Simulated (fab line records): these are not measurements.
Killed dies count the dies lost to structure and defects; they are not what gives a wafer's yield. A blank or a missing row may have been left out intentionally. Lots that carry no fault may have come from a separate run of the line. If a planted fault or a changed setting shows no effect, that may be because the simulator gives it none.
Which tool did it? || flow nand-harc || 24 lots with 72 wafers sampled at 6 steps, on a route of 1302 steps

WHAT EACH GAUGE READ, for each wafer
NHARC_P_CONTACT_OVL_MEAS_13.
{"lot": "L074", "measured": "day 5 21:01", "on": "overlay-01", "overlay-x-nm (nm)": "-0.5 -0.7 -0.7", "overlay-y-nm (nm)": "-1.1 -1.3 -1.0"}
{"lot": "L075", "measured": "day 6 05:20", "on": "overlay-02", "overlay-x-nm (nm)": "-0.6 -0.7 -0.7", "overlay-y-nm (nm)": "-0.3 -0.1 -0.5"}
{"lot": "L076", "measured": "day 6 18:19", "on": "overlay-01", "overlay-x-nm (nm)": "-0.1 0.1 0.1", "overlay-y-nm (nm)": "0.2 0.3 -0.7"}
{"lot": "L077", "measured": "day 7 09:23", "on": "overlay-01", "overlay-x-nm (nm)": "-0.1 -0.2 0.3", "overlay-y-nm (nm)": "0.6 0.6 -0.3"}
{"lot": "L078", "measured": "day 7 09:43", "on": "overlay-02", "overlay-x-nm (nm)": "0.1 -0.3 0.2", "overlay-y-nm (nm)": "0.0 0.0 0.2"}
{"lot": "L079", "measured": "day 7 18:48", "on": "overlay-01", "overlay-x-nm (nm)": "-0.3 -0.1 0.2", "overlay-y-nm (nm)": "-1.0 -1.0 -0.5"}
{"lot": "L080", "measured": "day 8 11:22", "on": "overlay-01", "overlay-x-nm (nm)": "-0.1 0.2 0.3", "overlay-y-nm (nm)": "0.9 1.0 0.6"}
{"lot": "L081", "measured": "day 8 16:29", "on": "overlay-02", "overlay-x-nm (nm)": "-1.6 -0.8 -1.2", "overlay-y-nm (nm)": "0.0 0.1 -0.1"}
{"lot": "L082", "measured": "day 9 11:18", "on": "overlay-02", "overlay-x-nm (nm)": "1.1 0.6 1.5", "overlay-y-nm (nm)": "-0.9 -0.9 -0.2"}
{"lot": "L083", "measured": "day 9 15:56", "on": "overlay-02", "overlay-x-nm (nm)": "-0.1 0.1 -0.1", "overlay-y-nm (nm)": "0.0 -0.1 -0.1"}
{"lot": "L084", "measured": "day 9 22:18", "on": "overlay-02", "overlay-x-nm (nm)": "-0.9 -1.5 -1.7", "overlay-y-nm (nm)": "-0.6 -0.4 0.3"}
{"lot": "L085", "measured": "day 10 10:08", "on": "overlay-01", "overlay-x-nm (nm)": "1.7 1.4 1.5", "overlay-y-nm (nm)": "-0.3 0.1 -0.2"}
{"lot": "L086", "measured": "day 10 16:05", "on": "overlay-01", "overlay-x-nm (nm)": "-0.3 -0.8 -0.3", "overlay-y-nm (nm)": "0.2 0.9 0.9"}
{"lot": "L087", "measured": "day 11 03:01", "on": "overlay-01", "overlay-x-nm (nm)": "0.0 0.0 -0.3", "overlay-y-nm (nm)": "-1.2 -1.6 -2.0"}
{"lot": "L089", "measured": "day 11 23:50", "on": "overlay-01", "overlay-x-nm (nm)": "0.8 0.8 0.6", "overlay-y-nm (nm)": "-0.1 -0.6 -0.9"}
{"lot": "L088", "measured": "day 12 00:29", "on": "overlay-01", "overlay-x-nm (nm)": "0.0 0.7 0.4", "overlay-y-nm (nm)": "-2.6 -2.5 -2.2"}
{"lot": "L090", "measured": "day 12 14:13", "on": "overlay-01", "overlay-x-nm (nm)": "0.4 0.0 0.1", "overlay-y-nm (nm)": "0.8 -0.2 0.0"}
{"lot": "L091", "measured": "day 12 18:01", "on": "overlay-01", "overlay-x-nm (nm)": "-0.3 -0.3 -0.7", "overlay-y-nm (nm)": "-1.5 -2.0 -1.8"}
{"lot": "L092", "measured": "day 13 14:04", "on": "overlay-01", "overlay-x-nm (nm)": "-0.1 0.1 -0.3", "overlay-y-nm (nm)": "-0.5 -0.9 -1.6"}
{"lot": "L093", "measured": "day 13 18:32", "on": "overlay-01", "overlay-x-nm (nm)": "-0.3 -0.4 -0.7", "overlay-y-nm (nm)": "0.1 0.8 0.7"}
{"lot": "L094", "measured": "day 14 07:46", "on": "overlay-02", "overlay-x-nm (nm)": "-0.7 -0.4 0.3", "overlay-y-nm (nm)": "1.0 0.0 0.6"}
{"lot": "L095", "measured": "day 14 09:40", "on": "overlay-02", "overlay-x-nm (nm)": "-0.1 0.4 -0.2", "overlay-y-nm (nm)": "0.0 0.8 -0.1"}
{"lot": "L096", "measured": "day 15 02:09", "on": "overlay-02", "overlay-x-nm (nm)": "0.1 -0.2 -0.3", "overlay-y-nm (nm)": "0.8 0.0 0.0"}
{"lot": "L097", "measured": "day 15 19:26", "on": "overlay-02", "overlay-x-nm (nm)": "-1.6 -1.7 -1.6", "overlay-y-nm (nm)": "-0.2 -0.3 -0.4"}

NHARC_P_M1_OVL_MEAS_10: pitch 260 nm.
{"lot": "L074", "measured": "day 6 05:02", "on": "overlay-01", "overlay-x-nm (nm)": "0.6 -0.4 0.2", "overlay-y-nm (nm)": "0.2 0.6 -0.5"}
{"lot": "L075", "measured": "day 6 13:41", "on": "overlay-01", "overlay-x-nm (nm)": "-1.3 -1.4 -1.9", "overlay-y-nm (nm)": "0.1 0.1 0.0"}
{"lot": "L076", "measured": "day 7 02:32", "on": "overlay-02", "overlay-x-nm (nm)": "0.0 0.0 0.2", "overlay-y-nm (nm)": "-1.1 -1.9 -1.5"}
{"lot": "L077", "measured": "day 7 17:38", "on": "overlay-02", "overlay-x-nm (nm)": "0.1 0.3 0.0", "overlay-y-nm (nm)": "0.7 0.0 0.1"}
{"lot": "L078", "measured": "day 7 17:59", "on": "overlay-01", "overlay-x-nm (nm)": "0.0 -0.2 0.1", "overlay-y-nm (nm)": "-1.0 -1.6 -1.1"}
{"lot": "L079", "measured": "day 8 03:24", "on": "overlay-01", "overlay-x-nm (nm)": "-1.0 -1.1 -1.3", "overlay-y-nm (nm)": "0.6 0.1 0.3"}
{"lot": "L080", "measured": "day 8 20:04", "on": "overlay-02", "overlay-x-nm (nm)": "-0.8 -1.7 -1.4", "overlay-y-nm (nm)": "0.8 0.7 0.6"}
{"lot": "L081", "measured": "day 9 00:37", "on": "overlay-02", "overlay-x-nm (nm)": "-0.3 -0.7 -0.4", "overlay-y-nm (nm)": "-0.6 -1.1 -0.9"}
{"lot": "L082", "measured": "day 9 22:28", "on": "overlay-01", "overlay-x-nm (nm)": "-0.3 -0.6 -0.4", "overlay-y-nm (nm)": "0.8 0.9 1.2"}
{"lot": "L083", "measured": "day 10 02:35", "on": "overlay-01", "overlay-x-nm (nm)": "0.1 0.5 0.2", "overlay-y-nm (nm)": "-0.8 0.0 -0.3"}
{"lot": "L084", "measured": "day 10 06:26", "on": "overlay-02", "overlay-x-nm (nm)": "-0.2 -0.5 0.0", "overlay-y-nm (nm)": "1.1 1.2 1.3"}
{"lot": "L085", "measured": "day 10 19:05", "on": "overlay-01", "overlay-x-nm (nm)": "-1.3 -0.6 -1.5", "overlay-y-nm (nm)": "0.5 0.3 0.4"}
{"lot": "L086", "measured": "day 11 00:58", "on": "overlay-02", "overlay-x-nm (nm)": "-0.9 -1.3 -1.4", "overlay-y-nm (nm)": "0.2 -0.7 -0.1"}
{"lot": "L087", "measured": "day 11 11:39", "on": "overlay-02", "overlay-x-nm (nm)": "-1.2 -1.4 -1.1", "overlay-y-nm (nm)": "0.7 0.7 0.8"}
{"lot": "L089", "measured": "day 12 07:51", "on": "overlay-02", "overlay-x-nm (nm)": "-0.8 -0.2 -0.3", "overlay-y-nm (nm)": "0.6 0.2 0.6"}
{"lot": "L088", "measured": "day 12 08:43", "on": "overlay-01", "overlay-x-nm (nm)": "0.0 0.2 0.3", "overlay-y-nm (nm)": "0.9 1.5 1.2"}
{"lot": "L090", "measured": "day 12 22:33", "on": "overlay-01", "overlay-x-nm (nm)": "-0.4 -0.6 -0.6", "overlay-y-nm (nm)": "-1.2 -1.5 -0.8"}
{"lot": "L091", "measured": "day 13 02:27", "on": "overlay-02", "overlay-x-nm (nm)": "-0.1 0.4 -0.3", "overlay-y-nm (nm)": "1.3 0.8 0.9"}
{"lot": "L092", "measured": "day 13 22:20", "on": "overlay-02", "overlay-x-nm (nm)": "0.0 -0.1 -0.2", "overlay-y-nm (nm)": "1.5 1.3 2.0"}
{"lot": "L093", "measured": "day 14 02:40", "on": "overlay-01", "overlay-x-nm (nm)": "0.1 0.1 0.4", "overlay-y-nm (nm)": "-0.6 -0.7 0.0"}
{"lot": "L094", "measured": "day 14 16:11", "on": "overlay-02", "overlay-x-nm (nm)": "0.0 0.4 -0.4", "overlay-y-nm (nm)": "-1.7 -1.9 -1.7"}
{"lot": "L095", "measured": "day 14 17:56", "on": "overlay-01", "overlay-x-nm (nm)": "0.8 0.9 0.6", "overlay-y-nm (nm)": "1.3 1.0 0.9"}
{"lot": "L096", "measured": "day 15 10:22", "on": "overlay-02", "overlay-x-nm (nm)": "0.2 -0.6 -0.5", "overlay-y-nm (nm)": "-1.1 -1.1 -0.9"}
{"lot": "L097", "measured": "day 16 03:34", "on": "overlay-01", "overlay-x-nm (nm)": "0.3 -0.9 -0.5", "overlay-y-nm (nm)": "-1.2 -1.0 -1.2"}

NHARC_P_M1_CD_MEAS_16.
{"lot": "L074", "measured": "day 6 05:27", "on": "cd-sem-03", "cd-nm (nm)": "129.8 129.9 129.8"}
{"lot": "L075", "measured": "day 6 14:05", "on": "cd-sem-02", "cd-nm (nm)": "129.4 130.3 130.2"}
{"lot": "L076", "measured": "day 7 02:57", "on": "cd-sem-03", "cd-nm (nm)": "129.8 129.8 129.8"}
{"lot": "L077", "measured": "day 7 18:03", "on": "cd-sem-02", "cd-nm (nm)": "130.2 130.3 129.9"}
{"lot": "L078", "measured": "day 7 18:26", "on": "cd-sem-02", "cd-nm (nm)": "130.2 129.4 129.2"}
{"lot": "L079", "measured": "day 8 03:48", "on": "cd-sem-01", "cd-nm (nm)": "130.1 129.3 129.5"}
{"lot": "L080", "measured": "day 8 20:28", "on": "cd-sem-03", "cd-nm (nm)": "129.5 130.1 129.8"}
{"lot": "L081", "measured": "day 9 01:10", "on": "cd-sem-03", "cd-nm (nm)": "130.2 129.7 129.1"}
{"lot": "L082", "measured": "day 9 22:52", "on": "cd-sem-02", "cd-nm (nm)": "130.2 130.1 131.0"}
{"lot": "L083", "measured": "day 10 03:01", "on": "cd-sem-02", "cd-nm (nm)": "130.6 131.5 131.3"}
{"lot": "L084", "measured": "day 10 06:50", "on": "cd-sem-02", "cd-nm (nm)": "130.7 130.4 129.9"}
{"lot": "L085", "measured": "day 10 19:32", "on": "cd-sem-03", "cd-nm (nm)": "129.0 129.9 129.9"}
{"lot": "L086", "measured": "day 11 01:23", "on": "cd-sem-02", "cd-nm (nm)": "129.7 129.5 130.0"}
{"lot": "L087", "measured": "day 11 12:06", "on": "cd-sem-01", "cd-nm (nm)": "130.4 130.6 130.2"}
{"lot": "L089", "measured": "day 12 08:15", "on": "cd-sem-01", "cd-nm (nm)": "129.6 129.8 130.0"}
{"lot": "L088", "measured": "day 12 09:07", "on": "cd-sem-03", "cd-nm (nm)": "129.9 130.3 129.8"}
{"lot": "L090", "measured": "day 12 22:58", "on": "cd-sem-01", "cd-nm (nm)": "130.3 130.5 130.2"}
{"lot": "L091", "measured": "day 13 02:51", "on": "cd-sem-03", "cd-nm (nm)": "130.4 131.5 130.5"}
{"lot": "L092", "measured": "day 13 22:45", "on": "cd-sem-02", "cd-nm (nm)": "130.3 130.1 129.9"}
{"lot": "L093", "measured": "day 14 03:04", "on": "cd-sem-01", "cd-nm (nm)": "130.9 131.4 131.4"}
{"lot": "L094", "measured": "day 14 16:35", "on": "cd-sem-01", "cd-nm (nm)": "129.6 129.9 130.3"}
{"lot": "L095", "measured": "day 14 18:20", "on": "cd-sem-01", "cd-nm (nm)": "130.1 130.2 130.8"}
{"lot": "L096", "measured": "day 15 10:47", "on": "cd-sem-02", "cd-nm (nm)": "130.4 131.0 130.4"}
{"lot": "L097", "measured": "day 16 03:58", "on": "cd-sem-02", "cd-nm (nm)": "130.1 129.7 129.7"}

WHAT TOOL EACH LOT RAN ON (gives the tool, then ch and the chambers of the sampled wafers, and finally the start)
{"lot": "L074", "NHARC_P_CONTACT_DEP_30": "pecvd-03 ch 0,1,2, day 5 19:23", "NHARC_P_M0_PVD_20": "pvd-sputter-01, day 6 03:44 or earlier", "NHARC_P_M0_PRE_CLEAN_31": "pecvd-03 ch 0,1,2, day 6 03:44"}
{"lot": "L075", "NHARC_P_CONTACT_DEP_30": "pecvd-04 ch 0,1,2, day 6 03:49", "NHARC_P_M0_PVD_20": "pvd-sputter-03, day 6 12:17 or earlier", "NHARC_P_M0_PRE_CLEAN_31": "pecvd-03 ch 1,2, day 6 12:17"}
{"lot": "L076", "NHARC_P_CONTACT_DEP_30": "pecvd-04 ch 0,1, day 6 16:41", "NHARC_P_M0_PVD_20": "pvd-sputter-03, day 7 01:08 or earlier", "NHARC_P_M0_PRE_CLEAN_31": "pecvd-03 ch 0,1,2, day 7 01:08"}
{"lot": "L077", "NHARC_P_CONTACT_DEP_30": "pecvd-04 ch 0,1,2, day 7 07:48", "NHARC_P_M0_PVD_20": "pvd-sputter-03, day 7 16:15 or earlier", "NHARC_P_M0_PRE_CLEAN_31": "pecvd-03 ch 0,1,2, day 7 16:15"}
{"lot": "L078", "NHARC_P_CONTACT_DEP_30": "pecvd-01 ch 0,2, day 7 08:09", "NHARC_P_M0_PVD_20": "pvd-sputter-01, day 7 16:35 or earlier", "NHARC_P_M0_PRE_CLEAN_31": "pecvd-01 ch 0,1,2, day 7 16:35"}
{"lot": "L079", "NHARC_P_CONTACT_DEP_30": "pecvd-04 ch 0,2, day 7 17:10", "NHARC_P_M0_PVD_20": "pvd-sputter-02, day 8 01:59 or earlier", "NHARC_P_M0_PRE_CLEAN_31": "pecvd-03 ch 0,1, day 8 01:59"}
{"lot": "L080", "NHARC_P_CONTACT_DEP_30": "pecvd-04 ch 0,1, day 8 09:53", "NHARC_P_M0_PVD_20": "pvd-sputter-03, day 8 18:40 or earlier", "NHARC_P_M0_PRE_CLEAN_31": "pecvd-01 ch 0,2, day 8 18:40"}
{"lot": "L081", "NHARC_P_CONTACT_DEP_30": "pecvd-04 ch 0,1, day 8 14:52", "NHARC_P_M0_PVD_20": "pvd-sputter-02, day 8 23:13 or earlier", "NHARC_P_M0_PRE_CLEAN_31": "pecvd-02 ch 0,1,2, day 8 23:13"}
{"lot": "L082", "NHARC_P_CONTACT_DEP_30": "pecvd-04 ch 0,2, day 9 09:40", "NHARC_P_M0_PVD_20": "pvd-sputter-02, day 9 21:04 or earlier", "NHARC_P_M0_PRE_CLEAN_31": "pecvd-02 ch 0,1,2, day 9 21:04"}
{"lot": "L083", "NHARC_P_CONTACT_DEP_30": "pecvd-01 ch 1,2, day 9 14:28", "NHARC_P_M0_PVD_20": "pvd-sputter-02, day 10 01:19 or earlier", "NHARC_P_M0_PRE_CLEAN_31": "pecvd-02 ch 0,1, day 10 01:19"}
{"lot": "L084", "NHARC_P_CONTACT_DEP_30": "pecvd-03 ch 0,1,2, day 9 20:49", "NHARC_P_M0_PVD_20": "pvd-sputter-01, day 10 05:01 or earlier", "NHARC_P_M0_PRE_CLEAN_31": "pecvd-01 ch 0,1,2, day 10 05:01"}
{"lot": "L085", "NHARC_P_CONTACT_DEP_30": "pecvd-04 ch 1,2, day 10 08:32", "NHARC_P_M0_PVD_20": "pvd-sputter-02, day 10 17:43 or earlier", "NHARC_P_M0_PRE_CLEAN_31": "pecvd-01 ch 0,1, day 10 17:43"}
{"lot": "L086", "NHARC_P_CONTACT_DEP_30": "pecvd-01 ch 0,2, day 10 14:25", "NHARC_P_M0_PVD_20": "pvd-sputter-03, day 10 23:35 or earlier", "NHARC_P_M0_PRE_CLEAN_31": "pecvd-03 ch 0,1,2, day 10 23:35"}
{"lot": "L087", "NHARC_P_CONTACT_DEP_30": "pecvd-03 ch 0,1,2, day 11 01:23", "NHARC_P_M0_PVD_20": "pvd-sputter-03, day 11 10:14 or earlier", "NHARC_P_M0_PRE_CLEAN_31": "pecvd-03 ch 0,1,2, day 11 10:14"}
{"lot": "L089", "NHARC_P_CONTACT_DEP_30": "pecvd-01 ch 0,1,2, day 11 22:14", "NHARC_P_M0_PVD_20": "pvd-sputter-01, day 12 06:34 or earlier", "NHARC_P_M0_PRE_CLEAN_31": "pecvd-03 ch 0,2, day 12 06:34"}
{"lot": "L088", "NHARC_P_CONTACT_DEP_30": "pecvd-04 ch 0,2, day 11 22:54", "NHARC_P_M0_PVD_20": "pvd-sputter-03, day 12 07:17 or earlier", "NHARC_P_M0_PRE_CLEAN_31": "pecvd-02 ch 0,1, day 12 07:17"}
{"lot": "L090", "NHARC_P_CONTACT_DEP_30": "pecvd-03 ch 1,2, day 12 12:43", "NHARC_P_M0_PVD_20": "pvd-sputter-01, day 12 21:02 or earlier", "NHARC_P_M0_PRE_CLEAN_31": "pecvd-03 ch 1,2, day 12 21:02"}
{"lot": "L091", "NHARC_P_CONTACT_DEP_30": "pecvd-03 ch 0,1, day 12 16:26", "NHARC_P_M0_PVD_20": "pvd-sputter-01, day 13 01:02 or earlier", "NHARC_P_M0_PRE_CLEAN_31": "pecvd-03 ch 1,2, day 13 01:02"}
{"lot": "L092", "NHARC_P_CONTACT_DEP_30": "pecvd-01 ch 0,1,2, day 13 12:31", "NHARC_P_M0_PVD_20": "pvd-sputter-02, day 13 20:56 or earlier", "NHARC_P_M0_PRE_CLEAN_31": "pecvd-01 ch 0,2, day 13 20:56"}
{"lot": "L093", "NHARC_P_CONTACT_DEP_30": "pecvd-04 ch 1,2, day 13 17:02", "NHARC_P_M0_PVD_20": "pvd-sputter-02, day 14 01:18 or earlier", "NHARC_P_M0_PRE_CLEAN_31": "pecvd-02 ch 0,1,2, day 14 01:18"}
{"lot": "L094", "NHARC_P_CONTACT_DEP_30": "pecvd-04 ch 0,2, day 14 05:53", "NHARC_P_M0_PVD_20": "pvd-sputter-01, day 14 14:46 or earlier", "NHARC_P_M0_PRE_CLEAN_31": "pecvd-03 ch 0,1,2, day 14 14:46"}
{"lot": "L095", "NHARC_P_CONTACT_DEP_30": "pecvd-03 ch 1,2, day 14 08:01", "NHARC_P_M0_PVD_20": "pvd-sputter-03, day 14 16:31 or earlier", "NHARC_P_M0_PRE_CLEAN_31": "pecvd-03 ch 0,1,2, day 14 16:31"}
{"lot": "L096", "NHARC_P_CONTACT_DEP_30": "pecvd-03 ch 0,1,2, day 15 00:46", "NHARC_P_M0_PVD_20": "pvd-sputter-03, day 15 09:07 or earlier", "NHARC_P_M0_PRE_CLEAN_31": "pecvd-01 ch 0,1,2, day 15 09:07"}
{"lot": "L097", "NHARC_P_CONTACT_DEP_30": "pecvd-04 ch 1,2, day 15 17:55", "NHARC_P_M0_PVD_20": "pvd-sputter-01, day 16 02:17 or earlier", "NHARC_P_M0_PRE_CLEAN_31": "pecvd-03 ch 0,2, day 16 02:17"}
- NHARC_P_CONTACT_DEP_30: deposits SiNx, target thk 30 nm.
- NHARC_P_M0_PVD_20: deposits TaN, target thk 5 nm, time 8.06 s.
- NHARC_P_M0_PRE_CLEAN_31: time 12 s.

AS READ BY THE TOOLS THEMSELVES (means over the sampled wafers that have a number; for cases with no such wafer, the mark the record gives instead)
NHARC_P_CONTACT_DEP_30.
{"lot": "L074", "tool": "pecvd-03", "heater-power-w (W)": 789}
{"lot": "L075", "tool": "pecvd-04", "heater-power-w (W)": 775}
{"lot": "L076", "tool": "pecvd-04", "heater-power-w (W)": 743}
{"lot": "L077", "tool": "pecvd-04", "heater-power-w (W)": 716}
{"lot": "L078", "tool": "pecvd-01", "heater-power-w (W)": 666}
{"lot": "L079", "tool": "pecvd-04", "heater-power-w (W)": 758}
{"lot": "L080", "tool": "pecvd-04", "heater-power-w (W)": 747}
{"lot": "L081", "tool": "pecvd-04", "heater-power-w (W)": 780}
{"lot": "L082", "tool": "pecvd-04", "heater-power-w (W)": 749}
{"lot": "L083", "tool": "pecvd-01", "heater-power-w (W)": 623}
{"lot": "L084", "tool": "pecvd-03", "heater-power-w (W)": 829}
{"lot": "L085", "tool": "pecvd-04", "heater-power-w (W)": 701}
{"lot": "L086", "tool": "pecvd-01", "heater-power-w (W)": 669}
{"lot": "L087", "tool": "pecvd-03", "heater-power-w (W)": 786}
{"lot": "L089", "tool": "pecvd-01", "heater-power-w (W)": 677}
{"lot": "L088", "tool": "pecvd-04", "heater-power-w (W)": 808}
{"lot": "L090", "tool": "pecvd-03", "heater-power-w (W)": 735}
{"lot": "L091", "tool": "pecvd-03", "heater-power-w (W)": 816}
{"lot": "L092", "tool": "pecvd-01", "heater-power-w (W)": 632}
{"lot": "L093", "tool": "pecvd-04", "heater-power-w (W)": 783}
{"lot": "L094", "tool": "pecvd-04", "heater-power-w (W)": 766}
{"lot": "L095", "tool": "pecvd-03", "heater-power-w (W)": 837}
{"lot": "L096", "tool": "pecvd-03", "heater-power-w (W)": 805}
{"lot": "L097", "tool": "pecvd-04", "heater-power-w (W)": 768}

NHARC_P_M0_PVD_20.
{"lot": "L074", "tool": "pvd-sputter-01", "cathode-dc-power-W (W)": 14999, "throttle-valve-pct (%)": 30.2}
{"lot": "L075", "tool": "pvd-sputter-03", "cathode-dc-power-W (W)": 15002, "throttle-valve-pct (%)": 31.4}
{"lot": "L076", "tool": "pvd-sputter-03", "cathode-dc-power-W (W)": 15000, "throttle-valve-pct (%)": 31.3}
{"lot": "L077", "tool": "pvd-sputter-03", "cathode-dc-power-W (W)": 14999, "throttle-valve-pct (%)": 31.0}
{"lot": "L078", "tool": "pvd-sputter-01", "cathode-dc-power-W (W)": 14996, "throttle-valve-pct (%)": 31.2}
{"lot": "L079", "tool": "pvd-sputter-02", "cathode-dc-power-W (W)": 15001, "throttle-valve-pct (%)": 30.3}
{"lot": "L080", "tool": "pvd-sputter-03", "cathode-dc-power-W (W)": 15001, "throttle-valve-pct (%)": 30.8}
{"lot": "L081", "tool": "pvd-sputter-02", "cathode-dc-power-W (W)": 15003, "throttle-valve-pct (%)": 30.2}
{"lot": "L082", "tool": "pvd-sputter-02", "cathode-dc-power-W (W)": 14999, "throttle-valve-pct (%)": 30.3}
{"lot": "L083", "tool": "pvd-sputter-02", "cathode-dc-power-W (W)": 15001, "throttle-valve-pct (%)": 30.4}
{"lot": "L084", "tool": "pvd-sputter-01", "cathode-dc-power-W (W)": 15002, "throttle-valve-pct (%)": 30.8}
{"lot": "L085", "tool": "pvd-sputter-02", "cathode-dc-power-W (W)": 15003, "throttle-valve-pct (%)": 30.3}
{"lot": "L086", "tool": "pvd-sputter-03", "cathode-dc-power-W (W)": 14999, "throttle-valve-pct (%)": 31.6}
{"lot": "L087", "tool": "pvd-sputter-03", "cathode-dc-power-W (W)": 14998, "throttle-valve-pct (%)": 30.8}
{"lot": "L089", "tool": "pvd-sputter-01", "cathode-dc-power-W (W)": 15000, "throttle-valve-pct (%)": 30.2}
{"lot": "L088", "tool": "pvd-sputter-03", "cathode-dc-power-W (W)": 14998, "throttle-valve-pct (%)": 30.7}
{"lot": "L090", "tool": "pvd-sputter-01", "cathode-dc-power-W (W)": 14998, "throttle-valve-pct (%)": 31.0}
{"lot": "L091", "tool": "pvd-sputter-01", "cathode-dc-power-W (W)": 15000, "throttle-valve-pct (%)": 29.9}
{"lot": "L092", "tool": "pvd-sputter-02", "cathode-dc-power-W (W)": 15002, "throttle-valve-pct (%)": 30.6}
{"lot": "L093", "tool": "pvd-sputter-02", "cathode-dc-power-W (W)": 14999, "throttle-valve-pct (%)": 31.5}
{"lot": "L094", "tool": "pvd-sputter-01", "cathode-dc-power-W (W)": 14999, "throttle-valve-pct (%)": 29.8}
{"lot": "L095", "tool": "pvd-sputter-03", "cathode-dc-power-W (W)": 15000, "throttle-valve-pct (%)": 30.3}
{"lot": "L096", "tool": "pvd-sputter-03", "cathode-dc-power-W (W)": 15000, "throttle-valve-pct (%)": 30.2}
{"lot": "L097", "tool": "pvd-sputter-01", "cathode-dc-power-W (W)": 14998, "throttle-valve-pct (%)": 31.0}

NHARC_P_M0_PRE_CLEAN_31.
{"lot": "L074", "tool": "pecvd-03", "heater-power-w (W)": 703}
{"lot": "L075", "tool": "pecvd-03", "heater-power-w (W)": 773}
{"lot": "L076", "tool": "pecvd-03", "heater-power-w (W)": 690}
{"lot": "L077", "tool": "pecvd-03", "heater-power-w (W)": 700}
{"lot": "L078", "tool": "pecvd-01", "heater-power-w (W)": 613}
{"lot": "L079", "tool": "pecvd-03", "heater-power-w (W)": 698}
{"lot": "L080", "tool": "pecvd-01", "heater-power-w (W)": 574}
{"lot": "L081", "tool": "pecvd-02", "heater-power-w (W)": 633}
{"lot": "L082", "tool": "pecvd-02", "heater-power-w (W)": 647}
{"lot": "L083", "tool": "pecvd-02", "heater-power-w (W)": 698}
{"lot": "L084", "tool": "pecvd-01", "heater-power-w (W)": 547}
{"lot": "L085", "tool": "pecvd-01", "heater-power-w (W)": 659}
{"lot": "L086", "tool": "pecvd-03", "heater-power-w (W)": 720}
{"lot": "L087", "tool": "pecvd-03", "heater-power-w (W)": 654}
{"lot": "L089", "tool": "pecvd-03", "heater-power-w (W)": 689}
{"lot": "L088", "tool": "pecvd-02", "heater-power-w (W)": 647}
{"lot": "L090", "tool": "pecvd-03", "heater-power-w (W)": 661}
{"lot": "L091", "tool": "pecvd-03", "heater-power-w (W)": 635}
{"lot": "L092", "tool": "pecvd-01", "heater-power-w (W)": 611}
{"lot": "L093", "tool": "pecvd-02", "heater-power-w (W)": 651}
{"lot": "L094", "tool": "pecvd-03", "heater-power-w (W)": 699}
{"lot": "L095", "tool": "pecvd-03", "heater-power-w (W)": 674}
{"lot": "L096", "tool": "pecvd-01", "heater-power-w (W)": 633}
{"lot": "L097", "tool": "pecvd-03", "heater-power-w (W)": 718}

THE ANSWER, worked out from the rows above alone
Rule: the lots themselves supply what counts as usual. Put in order of their means at a reading, lots are off if they are a third of the lots or fewer, leave a main group of 4 or more, and stand apart from it by a gap of 3 or more times the standard deviation of the main group's means; of several such gaps the widest counts. The tables above print the reading to a certain number of digits; a main group whose means all agree to those digits is not used. A lot without any number at a reading at which 4 lots or more have one is off too. Where the step has rows for the other lots, those lots are counted as sound. Order of review: gauges by route order, followed by the tools' own readings, for which a lot's mean as printed above is used. At the first step where some lot is off, the reading lying furthest off is the one used; lots without a number count as furthest.
None of the lots is off at any reading shown; this tells nothing.

WHAT THE SIMULATOR HAD PUT IN
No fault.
